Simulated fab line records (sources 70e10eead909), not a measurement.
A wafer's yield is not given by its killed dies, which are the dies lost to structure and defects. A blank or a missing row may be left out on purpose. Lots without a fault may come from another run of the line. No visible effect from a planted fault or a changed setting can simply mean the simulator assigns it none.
fab line records	flow nand-harc
record: lots: 15	wafers: 45	last-day: 34
route steps=1302 shown A_CONTACT@986
lots with no fault: from the same line, run without faults
start-h: start of the lot's first displayed wafer, in hours after the record's first day	wait-h: time in hours since the lot's previous step	" repeats the value in the row above	L1.1+2: one row covering several wafers at once	- no value present, or no start provided	* or withheld: withheld	< > ~ a bound
route shown NAME@n: names a module that has steps shown in the file, with the first one's number in the route	usual: mean/standard deviation taken from wafers without a fault	same: alike in all rows	chamber/n: place in a boat	sites: each site's reading	_std_site: the values' standard deviation	_edge_site: outer sites' mean less inner sites'	radius-mm: for every site, how far away it sits from the centre of the wafer	mask NAME#n: copy n	behind: the last tool/chamber to shape the wafer	hold: why the lot went on hold/how many hours it stayed there/how the hold came to an end	device: whichever transistor did not switch (one of n, p or np)	end of line: tests run on the same wafers once the route is complete	step lacking rows: just its recipe	killed: dies lost to structure and defects at the first sort, not the wafer's yield	map: the dies of a wafer, with x for killed, . for not killed, _ for no die there
set.NAME: the run value of the setting; set.NAME@STEP: its run value at that earlier step	model.NAME: the simulator's own value behind a step, which no gauge read
a sample of lots followed through the steps of the route, with each step as a table and each wafer as a row
services: when a tool's chamber went out of use (start-h, in hours from the record's first day, below 0 if earlier), for how many hours, and the reason
== steps ==
step: NHARC_A_CONTACT_DEP_29
recipe: target-thk-a: 1000	target-thk-nm: 100	temp-c: 400	pressure-torr: 3.5	flow-sccm: 200	rf-w: 350	material: SiON
usual: heater-power-outer-w: 444/64	heater-power-w: 728/100
lot.wafer	tool	chamber	start-h	wait-h	heater-power-outer-w	heater-power-w
L293.2	pecvd-03	1	490.21	2.9	338	566
L293.4	"	2	"	"	425	785
L293.5	"	0	"	"	481	793
L298.4	pecvd-04	1	518.20	1.5	355	569
L298.5	"	2	"	"	434	679
L298.6	"	0	"	"	555	872
L297.3	pecvd-03	1	526.10	2.2	348	555
L297.1	"	2	"	"	388	749
L297.5	"	1	"	"	367	579
L295.1	pecvd-04	1	526.15	3.6	312	524
L295.2	"	2	"	"	517	761
L295.6	"	2	"	"	510	759
L299.2	pecvd-01	1	550.32	2.9	387	627
L299.4	"	1	"	"	395	634
L299.5	"	2	"	"	419	695
L301.1	pecvd-03	2	564.02	3.6	506	911
L301.3	"	0	"	"	442	739
L301.4	"	2	"	"	496	931
L306.2	pecvd-01	1	625.72	2.9	370	594
L306.4	"	0	"	"	397	734
L306.6	"	2	"	"	453	738
L308.3	pecvd-01	2	634.24	2.2	429	726
L308.4	"	1	"	"	383	602
L308.6	"	2	"	"	425	739
L307.2	pecvd-01	2	635.28	2.8	466	763
L307.3	"	0	"	"	405	723
L307.4	"	1	"	"	416	646
L311.1	pecvd-04	0	666.80	3.6	501	787
L311.5	"	0	"	"	508	785
L311.4	"	1	"	"	356	596
L312.2	pecvd-04	2	681.17	3.5	529	812
L312.4	"	2	"	"	529	796
L312.5	"	0	"	"	490	777
L313.2	pecvd-04	1	693.57	2.9	349	592
L313.4	"	2	"	"	546	827
L313.5	"	1	"	"	365	597
L314.6	pecvd-04	2	696.24	0.1	565	847
L314.5	"	0	"	"	530	820
L314.4	"	1	"	"	369	612
L315.2	pecvd-01	1	704.11	2.9	426	674
L315.4	"	0	"	"	509	831
L315.5	"	2	"	"	502	833
L316.1	pecvd-01	1	729.92	3.5	412	678
L316.2	"	2	"	"	481	816
L316.5	"	2	"	"	486	817
step: NHARC_A_CONTACT_DESCUM_47
recipe: time-s: 3	o2-flow-sccm: 200	ar-flow-sccm: 0	bias-power-w: 0	chemistry: O2
usual: drypump-motor-current-A: 5.9/0.36	oes-product-au: 1.000/0.011	rf-vpp-V: 57.7/0.96	showerhead-plenum-p-Torr: 1.88/0.07	throttle-valve-pct: 11.312/0.0091
same: bias-power-w: 0	time-s: 3
lot.wafer	tool	chamber	start-h	wait-h	drypump-motor-current-A	oes-product-au	rf-hours-counter-h	rf-vpp-V	showerhead-plenum-p-Torr	throttle-valve-pct
L293.2	rie-diel-02	2	491.07	0.1	6.0	1.012	31	57.7	1.79	11.319
L293.4	"	0	"	"	5.6	1.002	32	59.7	1.94	11.305
L293.5	"	3	"	"	6.1	1.007	-	58.0	1.89	11.293
L298.4	rie-diel-03	2	518.92	0.1	6.6	0.999	-	57.2	1.77	11.309
L298.6	"	3	"	"	6.3	0.987	-	56.6	1.90	11.334
L298.5	"	0	"	"	5.7	0.998	-	56.3	1.93	11.325
L297.1	rie-diel-02	2	526.88	0.1	6.0	1.024	43	58.3	1.79	11.308
L297.3	"	3	"	"	6.1	1.005	37	58.3	1.89	11.318
L297.5	"	2	"	"	6.0	1.020	-	57.9	1.79	11.315
L295.2	rie-diel-03	0	527.06	0.1	5.7	0.986	18	56.8	1.93	11.322
L295.1	"	3	"	"	6.4	0.979	20	57.4	1.90	11.319
L295.6	"	2	"	"	6.6	0.993	-	56.0	1.77	11.318
L299.2	rie-diel-03	0	551.08	0.1	5.7	0.996	29	57.9	1.93	11.317
L299.4	"	1	"	"	5.6	1.000	23	58.6	1.96	11.319
L299.5	"	0	"	"	5.7	0.989	-	58.2	1.93	11.317
L301.3	rie-diel-02	2	565.03	0.1	6.0	1.007	55	55.6	1.78	11.306
L301.4	"	0	"	"	5.6	1.010	55	60.5	1.94	11.316
L301.1	"	1	"	"	5.9	0.989	54	57.3	1.83	11.312
L306.4	rie-diel-04	3	626.48	0.1	5.5	1.005	12	57.9	1.94	11.301
L306.2	"	0	"	"	5.6	1.002	12	57.6	1.79	11.307
L306.6	"	2	"	"	6.3	0.982	-	59.1	1.96	11.320
L308.3	rie-diel-02	0	635.13	0.1	5.6	1.020	14	58.0	1.93	11.299
L308.4	"	3	"	"	6.1	1.018	17	56.5	1.88	11.316
L308.6	"	1	"	"	5.9	0.995	-	58.2	1.82	11.321
L307.4	rie-diel-04	1	636.19	0.1	5.6	1.002	14	56.4	1.86	11.312
L307.3	"	2	"	"	6.3	0.992	14	57.8	1.96	11.291
L307.2	"	3	"	"	5.5	1.001	14	58.5	1.94	11.317
L311.1	rie-diel-04	0	668.29	0.7	5.6	1.005	21	56.6	1.79	11.295
L311.4	"	1	"	"	5.6	1.011	20	56.6	1.86	11.310
L311.5	"	3	"	"	5.5	1.007	-	57.4	1.94	11.316
L312.2	rie-diel-04	1	681.94	0.1	5.6	0.997	21	57.3	1.85	11.319
L312.4	"	2	"	"	6.3	0.984	23	56.5	1.96	11.305
L312.5	"	0	"	"	5.6	1.011	-	56.7	1.79	11.309
L313.2	rie-diel-04	1	694.43	0.1	5.6	0.992	23	60.1	1.85	11.315
L313.4	"	3	"	"	5.5	1.017	26	57.8	1.94	11.296
L313.5	"	1	"	"	5.6	0.992	-	58.4	1.85	11.319
L314.4	rie-diel-04	0	696.97	0.1	5.6	1.005	-	58.2	1.79	11.301
L314.5	"	1	"	"	5.6	1.000	-	57.4	1.85	11.308
L314.6	"	3	"	"	5.5	1.017	-	57.1	1.94	11.307
L315.4	rie-diel-04	1	704.87	0.1	5.6	0.992	26	57.7	1.85	11.311
L315.2	"	2	"	"	6.3	0.982	26	57.6	1.96	11.323
L315.5	"	1	"	"	5.6	0.993	-	58.3	1.85	11.304
L316.2	rie-diel-03	2	730.80	0.1	6.6	1.002	26	57.1	2.07	11.320
L316.1	"	0	"	"	5.7	1.005	30	58.3	1.91	11.303
L316.5	"	0	"	"	5.7	1.000	-	57.9	1.91	11.314
step: NHARC_A_CONTACT_ETCH_111
recipe: source-w: withheld	pressure-mtorr: 20	bias-v: withheld	time-s: 140	target-depth-a: 7000	ar-flow-sccm: withheld	c4f8-flow-sccm: withheld	o2-flow-sccm: withheld	chemistry: C4F8/O2/Ar
usual: chamber-pressure-mTorr: 19.999/0.018	oes-air-line-au: 1.000/0.019	time-s: 140/0
lot.wafer	tool	chamber	start-h	wait-h	chamber-pressure-mTorr	oes-air-line-au	rf-hours-counter-h	time-s
L293.2	har-cap-etch-02	1	492.91	-	19.991	0.988	77	140
L293.4	"	0	"	"	19.970	0.999	-	140
L293.5	"	1	"	"	20.019	1.006	-	140
L298.4	har-cap-etch-03	1	521.17	-	19.969	0.996	-	140
L298.5	"	0	"	"	19.993	1.004	-	140
L298.6	"	1	"	"	20.014	0.980	-	140
L297.1	har-cap-etch-01	1	528.74	-	19.991	0.988	2	140
L297.3	"	0	"	"	19.988	0.985	-	140
L297.5	"	0	"	"	19.989	0.989	-	140
L295.2	har-cap-etch-02	1	529.24	-	19.952	0.986	87	140
L295.1	"	0	"	"	19.993	0.983	87	140
L295.6	"	1	"	"	20.013	0.972	-	140
L299.2	har-cap-etch-01	0	552.90	-	19.993	1.003	7	140
L299.4	"	1	"	"	19.969	0.974	-	140
L299.5	"	1	"	"	20.018	0.990	-	140
L301.1	har-cap-etch-01	0	567.12	-	19.987	0.985	9	140
L301.4	"	0	"	"	19.996	0.991	-	140
L301.3	"	1	"	"	20.008	1.015	-	140
L306.2	har-cap-etch-03	0	628.31	-	-	-	-	-
L306.4	"	0	"	"	-	-	-	-
L306.6	"	0	"	"	-	-	-	-
L308.3	har-cap-etch-03	0	637.01	-	-	-	-	-
L308.4	"	1	"	"	-	-	-	-
L308.6	"	1	"	"	-	-	-	-
L307.2	har-cap-etch-01	1	638.35	-	-	-	-	-
L307.4	"	1	"	"	-	-	-	-
L307.3	"	0	"	"	-	-	-	-
L311.1	har-cap-etch-01	1	670.39	-	19.983	1.008	27	140
L311.4	"	1	"	"	19.985	1.017	-	140
L311.5	"	0	"	"	19.961	1.012	-	140
L312.2	har-cap-etch-03	0	683.81	-	20.006	1.023	76	140
L312.4	"	0	"	"	20.007	1.024	-	140
L312.5	"	0	"	"	20.012	1.015	-	140
L313.2	har-cap-etch-03	1	696.29	-	19.994	0.979	78	140
L313.4	"	0	"	"	19.996	1.038	-	140
L313.5	"	1	"	"	19.983	0.957	-	140
L314.4	har-cap-etch-01	1	699.25	-	20.029	1.016	-	140
L314.5	"	0	"	"	20.020	1.009	-	140
L314.6	"	1	"	"	20.009	0.986	-	140
L315.2	har-cap-etch-01	0	707.39	-	19.980	1.019	34	140
L315.4	"	0	"	"	19.991	0.983	-	140
L315.5	"	1	"	"	19.988	0.976	-	140
L316.1	har-cap-etch-02	1	733.31	-	19.960	1.005	124	140
L316.2	"	0	"	"	20.003	1.006	124	140
L316.5	"	0	"	"	20.011	1.020	-	140
step: NHARC_A_CONTACT_ETCH_120
recipe: source-w: withheld	pressure-mtorr: 20	bias-v: 3000	time-s: 190	target-depth-a: 18500	ar-flow-sccm: withheld	c4f8-flow-sccm: withheld	o2-flow-sccm: withheld	chemistry: C4F8/O2/Ar
usual: chamber-pressure-mTorr: 20.002/0.02	oes-air-line-au: 0.998/0.02
same: time-s: 190
lot.wafer	tool	chamber	start-h	wait-h	chamber-pressure-mTorr	oes-air-line-au	rf-hours-counter-h
L293.2	har-cap-etch-02	1	494.48	0.1	19.980	1.032	79
L293.4	"	0	"	"	20.021	1.002	-
L293.5	"	1	"	"	20.036	0.994	-
L298.4	har-cap-etch-03	1	522.74	0.1	20.020	1.026	-
L298.5	"	0	"	"	20.029	1.035	-
L298.6	"	1	"	"	20.005	1.001	-
L295.2	har-cap-etch-02	1	530.81	0.1	19.994	1.013	89
L295.1	"	0	"	"	19.997	0.977	89
L295.6	"	1	"	"	19.971	1.003	-
L297.1	har-cap-etch-01	1	530.82	0.2	20.021	0.965	3
L297.3	"	0	"	"	20.018	1.003	-
L297.5	"	0	"	"	19.976	1.019	-
L299.2	har-cap-etch-01	0	554.47	0.1	19.974	1.008	9
L299.4	"	1	"	"	19.993	0.959	-
L299.5	"	1	"	"	20.014	0.989	-
L301.1	har-cap-etch-01	0	568.68	0.1	19.986	0.993	11
L301.4	"	0	"	"	20.013	1.015	-
L301.3	"	1	"	"	20.004	1.001	-
L306.2	har-cap-etch-03	0	629.88	0.1	20.013	1.008	64
L306.4	"	0	"	"	19.993	0.986	-
L306.6	"	0	"	"	20.003	0.979	-
L308.3	har-cap-etch-03	0	638.57	0.1	20.004	1.028	-
L308.4	"	1	"	"	20.009	1.019	-
L308.6	"	1	"	"	20.000	0.993	-
L307.2	har-cap-etch-01	1	639.91	0.1	20.026	0.981	23
L307.4	"	1	"	"	19.961	1.019	-
L307.3	"	0	"	"	19.969	0.960	-
L311.1	har-cap-etch-01	1	671.96	0.1	20.034	0.980	28
L311.4	"	1	"	"	20.009	0.992	-
L311.5	"	0	"	"	20.021	0.984	-
L312.2	har-cap-etch-03	0	685.90	0.2	20.008	0.998	77
L312.4	"	0	"	"	19.974	1.006	-
L312.5	"	0	"	"	20.017	0.988	-
L313.2	har-cap-etch-03	1	697.86	0.1	20.025	1.020	80
L313.4	"	0	"	"	20.010	0.995	-
L313.5	"	1	"	"	19.994	1.042	-
L314.4	har-cap-etch-01	1	701.24	0.1	20.002	0.989	-
L314.5	"	0	"	"	19.995	1.014	-
L314.6	"	1	"	"	20.025	1.003	-
L315.2	har-cap-etch-01	0	708.95	0.1	20.012	1.029	36
L315.4	"	0	"	"	19.991	1.004	-
L315.5	"	1	"	"	19.986	0.973	-
L316.1	har-cap-etch-02	1	734.87	0.1	19.984	1.021	125
L316.2	"	0	"	"	19.997	0.993	125
L316.5	"	0	"	"	20.056	0.990	-
== services ==
tool	chamber	start-h	hours	kind
pecvd-04	-	470.62	0.7	repair
rie-diel-03	0	485.25	7.6	repair
pecvd-01	-	492.57	13.0	pm
har-cap-etch-01	-	497.00	17.0	pm
har-cap-etch-01	0	497.00	17.0	vent-cycle
rie-diel-03	1	518.37	15.8	repair
pecvd-03	1	528.84	17.3	repair
rie-diel-04	-	531.90	9.0	pm
pecvd-03	-	547.00	13.0	pm
pecvd-01	0	558.26	10.0	repair
rie-diel-02	-	572.22	9.0	pm
pecvd-04	-	610.05	0.5	repair
pecvd-03	-	629.85	2.7	repair
pecvd-04	-	631.34	13.0	pm
pecvd-03	-	633.34	106.0	repair
rie-diel-03	-	635.98	9.0	pm
pecvd-01	-	673.57	13.0	pm
rie-diel-03	2	686.75	4.4	repair
rie-diel-03	1	698.73	5.7	repair
har-cap-etch-02	-	702.83	0.5	repair
pecvd-04	-	715.44	1.6	repair
rie-diel-04	1	728.03	7.0	repair
rie-diel-03	3	729.27	9.7	repair
rie-diel-02	1	730.55	5.9	repair
== key ==
first-sign: step: NHARC_A_CONTACT_ETCH_111	reading: tool-record	direction: missing
effect none on later readings
met-at NHARC_A_CONTACT_ETCH_111
struck-lots L306,L307,L308
later-rows-left-out L306.2,L306.4,L306.6,L307.2,L307.3,L307.4,L308.3,L308.4,L308.6
sort-left-out L306.2,L306.4,L306.6,L307.2,L307.3,L307.4,L308.3,L308.4,L308.6
tester-left-out L306,L307,L308
not-acting-at NHARC_A_CONTACT_DEP_29,NHARC_A_CONTACT_DESCUM_47,NHARC_A_CONTACT_ETCH_120
onset-between 567.12 628.31
fault: kind: skipped-step-whole	tool: har-cap-etch-01,har-cap-etch-03	chamber: -	onset-h: 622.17	steps: NHARC_A_CONTACT_ETCH_111	scope: struck-lots-only
tester-left-out: of these lots the tester's yield and bins aren't shown, on N5 and GAA mostly nor the transistor test; their killed dies are dies lost to structure and defects alone, not to doping, threshold or leakage, so they don't give the yield
sort-left-out: the simulated sort isn't trusted on such a fault, so these wafers' sort isn't shown, and their yield isn't known
later-rows-left-out: the simulator's readings of these wafers behind a module that went badly wrong aren't trusted and aren't shown, but for the sort
